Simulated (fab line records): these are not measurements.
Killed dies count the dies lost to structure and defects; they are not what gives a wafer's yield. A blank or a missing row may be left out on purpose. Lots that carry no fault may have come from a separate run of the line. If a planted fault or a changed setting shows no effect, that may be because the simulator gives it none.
Struck lot and sound lot, side by side | flow nand harc | 14 out of 1302 route steps
Sound: these wafers, L273.2, L273.4, L273.6. The struck wafers were L275.3, L275.5, L275.6. The cause is named last.
Order at every step that has rows: each side's tool, ch and its chambers, its first start. Under that, the readings that differ: sound wafers | struck wafers | difference of the means | sigmas: that difference in standard deviations of wafers without a fault.
alike: a reading whose means differ by less than 2 such deviations, as well as words and numbers matching on both sides. not compared: withheld readings; readings where some wafer has no value; bounds like >300 that might hide an equal value; numbers whose values overlap and for which the record gives no deviation.
The two part at a step that has a row with sigmas, a row that says differs or no value, or rows on one side only. When numbers do not overlap yet have no deviation, they are printed without sigmas and do not part them. Lack of a reading on every wafer of one side parts them only where that side has two or more wafers.

NHARC_A_STAIRCASE_TRIM_26: chemistry O2, time 211.2 s.
  sound: rie diel-04 ch 0,1; struck: rie diel-07 ch 0,2,3
  reading                     | sound       | struck      | difference | sigmas
  drypump motor current A (A) | 4.8 5.8 4.8 | 5.8 6.0 5.6 | +0.7       | +2
  alike: oes product au, rf vpp V, showerhead plenum p Torr, throttle valve pct
  not compared: rf hours counter h
NHARC_A_STAIRCASE_ETCH_27: etches the open film in C4F8/O2, target depth 100 nm, time 40.5 s.
  sound: rie diel-04 ch 0,1,2; struck: rie diel-07 ch 1,2
  alike: oes product au, rf vpp V
  not compared: rf hours counter h
NHARC_A_STAIRCASE_STRIP_175: strips in O2.
  sound on plasma asher-02 ch 0,1, day 18 01:11; struck on plasma asher-01 ch 0,1, day 18 14:50
  alike: drypump motor current A, heater power w
  not compared: rf hours counter h
then, 8 steps without rows for these wafers: NHARC_A_STAIRCASE_STRIP_148 (strips in SPM, time 900 s); NHARC_A_STAIRCASE_PRECLEAN_149 (cleans in SC1); NHARC_A_STAIRCASE_SRD_150; NHARC_A_STAIRCASE_DEHYDRATE_176 (time 120 s); NHARC_A_STAIRCASE_HMDS_177 (time 30 s); NHARC_A_STAIRCASE_COAT_178; NHARC_A_STAIRCASE_SOFTBAKE_179 (time 170 s); NHARC_A_STAIRCASE_EBR_180.
NHARC_A_STAIRCASE_EXPOSE_181: exposes mask STAIR 2.
  sound on krf scanner-03 ch 0, day 18 02:17; struck on krf scanner-03 ch 0, day 18 15:51
  reading              | sound                | struck               | difference | sigmas
  exposure dose mJ cm2 | 27.876 27.900 27.876 | 27.325 27.310 27.301 | -0.572     | -21
  alike: mask
then, 1 step without rows for these wafers: NHARC_A_STAIRCASE_PEB_182 (peb time 130 s).
-- record jumps: 8 days between struck wafers' starts before vs after; left off in module A_STAIRCASE, resumes in module END, first step shown is number 1302 of the route --
NHARC_END_SORT_01:
  sound on prober-02 ch 0, day 26 10:48; struck on prober-02 ch 0, day 27 00:45
  alike: killed at array, killed at other, killed at periphery, killed dies, killed open, killed short

WHERE THEY PART
Earliest at NHARC_A_STAIRCASE_TRIM_26; latest, in this record, at NHARC_A_STAIRCASE_EXPOSE_181. Later steps at which nothing parts them and some readings are alike: NHARC_END_SORT_01.

WHY: what had been put in by the simulator
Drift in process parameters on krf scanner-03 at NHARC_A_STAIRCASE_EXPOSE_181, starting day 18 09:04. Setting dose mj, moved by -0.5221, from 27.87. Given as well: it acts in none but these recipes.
